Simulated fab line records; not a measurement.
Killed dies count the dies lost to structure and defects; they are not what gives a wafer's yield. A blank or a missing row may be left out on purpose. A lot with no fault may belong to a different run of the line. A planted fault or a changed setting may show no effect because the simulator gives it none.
Which tool is to blame? -- flow n5 finfet -- Sampling: 21 lots, 63 wafers, 5 of 1938 route steps

WHAT EACH GAUGE READ, for each wafer
N5_DUMMY_GATE_INSPECT_17: inspects for defects (brightfield).
lot,measured,on,raw defect count
L074,day 3 02:27,defect inspect-02,225 193 194
L075,day 3 16:07,defect inspect-02,186 187 311
L077,day 3 22:11,defect inspect-01,193 173 213
L078,day 4 02:07,defect inspect-01,156 164 136
L079,day 4 03:38,defect inspect-01,223 165 232
L080,day 4 10:08,defect inspect-02,188 131 138
L081,day 4 14:57,defect inspect-01,227 174 137
L082,day 4 20:52,defect inspect-02,304 251 212
L083,day 5 04:26,defect inspect-02,134 334 132
L084,day 5 09:26,defect inspect-01,195 158 217
L085,day 5 19:57,defect inspect-02,233 257 201
L087,day 6 10:45,defect inspect-02,162 166 229
L089,day 6 19:38,defect inspect-02,277 141 252
L090,day 6 21:36,defect inspect-02,172 230 186
L091,day 7 07:21,defect inspect-01,161 159 184
L092,day 7 11:28,defect inspect-01,212 265 274
L093,day 7 15:27,defect inspect-01,225 183 304
L094,day 7 21:58,defect inspect-01,114 116 104
L095,day 8 04:29,defect inspect-02,126 224 161
L096,day 8 09:48,defect inspect-02,203 280 196
L097,day 8 18:34,defect inspect-01,167 156 122

N5_DUMMY_GATE_CD_MEAS_50: target cd 14 nm.
lot,measured,on,cd nm (nm)
L074,day 3 02:52,cd sem-03,13.7 14.2 13.9
L075,day 3 16:34,cd sem-03,13.4 13.8 13.5
L077,day 3 22:36,cd sem-02,14.1 14.0 14.1
L078,day 4 02:38,cd sem-02,14.3 14.2 13.8
L079,day 4 04:23,cd sem-02,13.4 14.0 14.1
L080,day 4 10:33,cd sem-02,13.9 13.3 13.4
L081,day 4 15:22,cd sem-01,13.6 13.9 14.3
L082,day 4 21:16,cd sem-03,13.7 13.7 14.7
L083,day 5 04:58,cd sem-02,14.7 13.7 14.7
L084,day 5 10:17,cd sem-03,13.6 13.7 14.6
L085,day 5 20:22,cd sem-03,13.3 14.2 14.1
L087,day 6 11:29,cd sem-01,14.1 13.8 14.1
L089,day 6 20:03,cd sem-01,13.1 13.3 13.9
L090,day 6 22:04,cd sem-03,13.9 13.9 13.8
L091,day 7 07:46,cd sem-01,13.9 13.8 13.7
L092,day 7 11:53,cd sem-03,14.8 14.5 14.5
L093,day 7 15:52,cd sem-03,13.4 14.5 13.7
L094,day 7 22:22,cd sem-02,13.7 13.8 13.3
L095,day 8 05:37,cd sem-03,14.1 14.0 14.7
L096,day 8 10:13,cd sem-03,13.5 13.9 14.4
L097,day 8 18:59,cd sem-03,13.9 13.7 13.7

EACH LOT AND THE TOOL THAT RAN IT (in order: tool; ch and the chambers of the sampled wafers; start)
lot,N5_FIN_CUT_ETCH_20,N5_STI_FIN_REVEAL_ETCHBACK_08,N5_DUMMY_GATE_STRIP_40
L074,"rie diel-04 ch 2,3, day 2 03:28","rie diel-05 ch 2,3, day 2 10:16","rie diel-02 ch 1,2, day 3 02:49"
L075,"rie diel-02 ch 1,2,3, day 2 14:26","rie diel-05 ch 0,1, day 2 21:57","rie diel-02 ch 0,1,2, day 3 16:31"
L077,"rie diel-06 ch 0,2,3, day 2 23:10","rie diel-03 ch 0,1,2, day 3 06:25","rie diel-06 ch 1,2, day 3 22:33"
L078,"rie diel-06 ch 1,2,3, day 3 04:09","rie diel-03 ch 0,1, day 3 10:41","rie diel-02 ch 1,3, day 4 02:34"
L079,"rie diel-06 ch 1,2,3, day 3 08:32","rie diel-01 ch 1,2,3, day 3 15:43","rie diel-06 ch 2,3, day 4 04:20"
L080,"rie diel-02 ch 1,2, day 3 14:54","rie diel-01 ch 1,2,3, day 3 21:38","rie diel-06 ch 0,2,3, day 4 10:30"
L081,"rie diel-04 ch 0,3, day 3 20:37","rie diel-01 ch 0,2, day 4 03:08","rie diel-04 ch 0,1,2, day 4 15:18"
L082,"rie diel-06 ch 1,3, day 4 02:08","rie diel-01 ch 0,2, day 4 08:58","rie diel-02 ch 0,1,3, day 4 21:13"
L083,"rie diel-02 ch 1,3, day 4 09:40","rie diel-01 ch 0,1,3, day 4 16:23","rie diel-02 ch 0,1,3, day 5 04:55"
L084,"rie diel-06 ch 0,1, day 4 15:03","rie diel-03 ch 0,3, day 4 21:39","rie diel-06 ch 0,2,3, day 5 10:14"
L085,"rie diel-04 ch 1,3, day 4 21:24","rie diel-03 ch 0,2,3, day 5 04:38","rie diel-04 ch 0,1,3, day 5 20:19"
L087,"rie diel-04 ch 0,3, day 5 11:52","rie diel-05 ch 1,3, day 5 18:26","rie diel-02 ch 1,2, day 6 11:26"
L089,"rie diel-02 ch 0,2,3, day 6 00:02","rie diel-03 ch 0,2,3, day 6 06:53","rie diel-04 ch 0,1,3, day 6 19:59"
L090,"rie diel-06 ch 0,1,2, day 6 02:54","rie diel-01 ch 1,2, day 6 09:47","rie diel-04 ch 0,1,3, day 6 22:01"
L091,"rie diel-02 ch 1,2,3, day 6 08:47","rie diel-05 ch 1,2,3, day 6 15:55","rie diel-02 ch 0,3, day 7 07:43"
L092,"rie diel-04 ch 0,1, day 6 16:34","rie diel-01 ch 2,3, day 6 23:44","rie diel-02 ch 2,3, day 7 11:49"
L093,"rie diel-02 ch 0,1,2, day 6 21:07","rie diel-05 ch 0,1,2, day 7 03:43","rie diel-02 ch 0,1,2, day 7 15:49"
L094,"rie diel-04 ch 0,1,3, day 7 03:35","rie diel-03 ch 0,1, day 7 10:19","rie diel-06 ch 0,2,3, day 7 22:19"
L095,"rie diel-02 ch 0,1,2, day 7 09:05","rie diel-05 ch 1,3, day 7 16:15","rie diel-04 ch 1,3, day 8 05:33"
L096,"rie diel-04 ch 0,1,3, day 7 14:41","rie diel-03 ch 0,1,3, day 7 21:14","rie diel-02 ch 1,2,3, day 8 10:10"
L097,"rie diel-02 ch 0,1,3, day 7 23:43","rie diel-03 ch 1,2,3, day 8 06:23","rie diel-06 ch 0,3, day 8 18:56"
- N5_FIN_CUT_ETCH_20: etches SiARC in CF4, target depth 26 nm, time 43.3 s.
- N5_STI_FIN_REVEAL_ETCHBACK_08: etches SiO2 in C4F6/O2, target depth 30.5 nm, time 10.167 s.
- N5_DUMMY_GATE_STRIP_40: strips in CF4.

WHAT THE TOOLS THEMSELVES READ (means of the sampled wafers that have a number; where no wafer has one, the mark that the record gives instead)
N5_FIN_CUT_ETCH_20.
lot,tool,drypump motor current A (A),etch rf on time s (s),oes product au (a.u.),rf fwd power W (W),rf vpp V (V),showerhead plenum p Torr (Torr),throttle valve pct (%)
L074,rie diel-04,5.4,42.6,0.72,533.3,184.8,2.24,15.56
L075,rie diel-02,5.7,44.5,0.61,530.9,184.3,2.18,15.86
L077,rie diel-06,5.9,43.7,0.68,537.6,185.1,2.18,15.54
L078,rie diel-06,5.9,44.6,0.67,537.4,184.3,2.12,15.59
L079,rie diel-06,5.9,44.3,0.68,537.3,183.3,2.12,15.58
L080,rie diel-02,5.7,44.5,0.63,531.4,185.8,2.17,15.78
L081,rie diel-04,5.7,41.8,0.73,531.4,184.8,2.14,15.43
L082,rie diel-06,5.9,43.1,0.66,534.6,183.9,2.06,15.78
L083,rie diel-02,5.9,44.0,0.77,532.6,184.6,2.18,15.54
L084,rie diel-06,5.9,42.2,0.77,533.5,183.4,2.15,15.41
L085,rie diel-04,5.7,42.3,0.67,535.2,185.4,2.15,15.63
L087,rie diel-04,5.7,42.9,0.71,532.8,184.3,2.14,15.46
L089,rie diel-02,5.9,44.8,0.74,532.7,183.8,2.14,15.56
L090,rie diel-06,5.9,43.5,0.67,533.5,184.8,2.15,15.45
L091,rie diel-02,5.7,44.5,0.75,531.5,184.9,2.18,15.56
L092,rie diel-04,5.9,44.2,0.58,535.7,183.7,2.09,15.88
L093,rie diel-02,5.9,44.8,0.68,533.3,184.4,2.13,15.67
L094,rie diel-04,5.8,43.3,0.64,534.3,182.8,2.11,15.69
L095,rie diel-02,5.9,44.2,0.68,532.4,184.3,2.12,15.67
L096,rie diel-04,5.9,43.5,0.64,533.6,183.9,2.11,15.70
L097,rie diel-02,6.1,44.7,0.67,531.5,183.8,2.12,15.69

N5_STI_FIN_REVEAL_ETCHBACK_08.
lot,tool,drypump motor current A (A),oes product au (a.u.),rf fwd power W (W),rf vpp V (V),showerhead plenum p Torr (Torr),throttle valve pct (%)
L074,rie diel-05,4.9,0.94,340.4,673,3.04,21.22
L075,rie diel-05,6.0,0.88,341.6,645,2.78,21.26
L077,rie diel-03,5.4,0.82,342.8,673,2.92,21.25
L078,rie diel-03,5.5,0.81,343.6,666,2.94,21.08
L079,rie diel-01,5.2,0.83,341.4,676,2.95,21.20
L080,rie diel-01,5.2,0.82,342.2,676,2.95,21.20
L081,rie diel-01,5.9,0.83,343.8,677,2.92,21.07
L082,rie diel-01,5.9,0.82,341.9,676,2.91,21.07
L083,rie diel-01,5.7,0.85,341.8,677,2.92,21.07
L084,rie diel-03,5.9,0.76,342.3,657,2.90,21.24
L085,rie diel-03,5.8,0.77,342.7,665,2.87,21.41
L087,rie diel-05,5.3,0.87,341.9,649,2.85,21.13
L089,rie diel-03,5.8,0.75,341.3,664,2.86,21.42
L090,rie diel-01,5.1,0.78,342.3,674,2.93,21.31
L091,rie diel-05,5.3,0.87,341.6,663,2.94,21.19
L092,rie diel-01,5.1,0.73,340.8,675,2.95,21.33
L093,rie diel-05,5.8,0.86,342.0,655,2.85,21.24
L094,rie diel-03,5.5,0.78,343.2,666,2.92,21.13
L095,rie diel-05,5.0,0.85,341.5,659,2.93,21.21
L096,rie diel-03,5.8,0.74,341.1,657,2.85,21.28
L097,rie diel-03,5.6,0.75,343.0,664,2.82,21.47

N5_DUMMY_GATE_STRIP_40.
lot,tool,bias power w (W),drypump motor current A (A),oes product au (a.u.),rf fwd power W (W),rf vpp V (V),showerhead plenum p Torr (Torr),throttle valve pct (%)
L074,rie diel-02,74.80,5.7,0.75,292.3,271.6,1.82,13.73
L075,rie diel-02,74.91,5.8,0.72,292.2,270.4,1.78,13.75
L077,rie diel-06,75.17,5.9,0.75,292.6,271.3,1.82,13.45
L078,rie diel-02,74.66,5.9,0.92,294.0,271.1,1.83,13.46
L079,rie diel-06,74.56,5.9,0.84,293.2,272.1,1.79,13.48
L080,rie diel-06,75.10,5.9,0.88,292.9,270.8,1.82,13.34
L081,rie diel-04,75.12,5.8,0.72,292.8,271.0,1.79,13.79
L082,rie diel-02,75.07,6.1,0.82,292.1,270.1,1.78,13.60
L083,rie diel-02,75.16,6.1,0.81,293.4,270.0,1.78,13.60
L084,rie diel-06,75.09,5.9,0.85,292.8,271.3,1.82,13.36
L085,rie diel-04,75.03,5.8,0.75,293.0,270.3,1.77,13.63
L087,rie diel-02,75.08,5.5,0.89,292.0,271.6,1.82,13.49
L089,rie diel-04,75.05,5.9,0.74,292.4,269.6,1.76,13.65
L090,rie diel-04,74.84,5.8,0.74,293.0,270.4,1.76,13.65
L091,rie diel-02,75.17,6.1,0.84,293.0,270.9,1.79,13.53
L092,rie diel-02,75.06,5.7,0.91,291.8,272.6,1.83,13.40
L093,rie diel-02,74.87,5.9,0.79,292.7,270.9,1.78,13.63
L094,rie diel-06,74.85,5.9,0.83,292.8,271.7,1.81,13.39
L095,rie diel-04,74.94,5.5,0.78,291.5,270.8,1.80,13.45
L096,rie diel-02,74.94,5.7,0.84,293.7,270.5,1.81,13.52
L097,rie diel-06,74.89,5.9,0.86,292.1,272.7,1.80,13.37

THE ANSWER, worked out from the rows above alone
Rule: the usual values come from the lots themselves. Put in order of their means at a reading, lots are off if they are a third of the lots or fewer, leave a main group of 4 or more, and stand apart from it by a gap of 3 or more times the standard deviation of the main group's means; of several such gaps the widest counts. A main group whose means are all the same, to the digits that the tables above print for the reading, isn't used. Also off: a lot with no number at a reading for which 4 or more lots have one. The other lots that the step has rows for count as sound. The gauges are gone through in route order, then the tools' own readings, and for those a lot's mean is taken as printed above. At the first step where some lot is off, the reading lying furthest off is the one used; lots without a number count as furthest.
None of the lots is off at any reading shown; this tells nothing.

WHAT THE SIMULATOR HAD PUT IN
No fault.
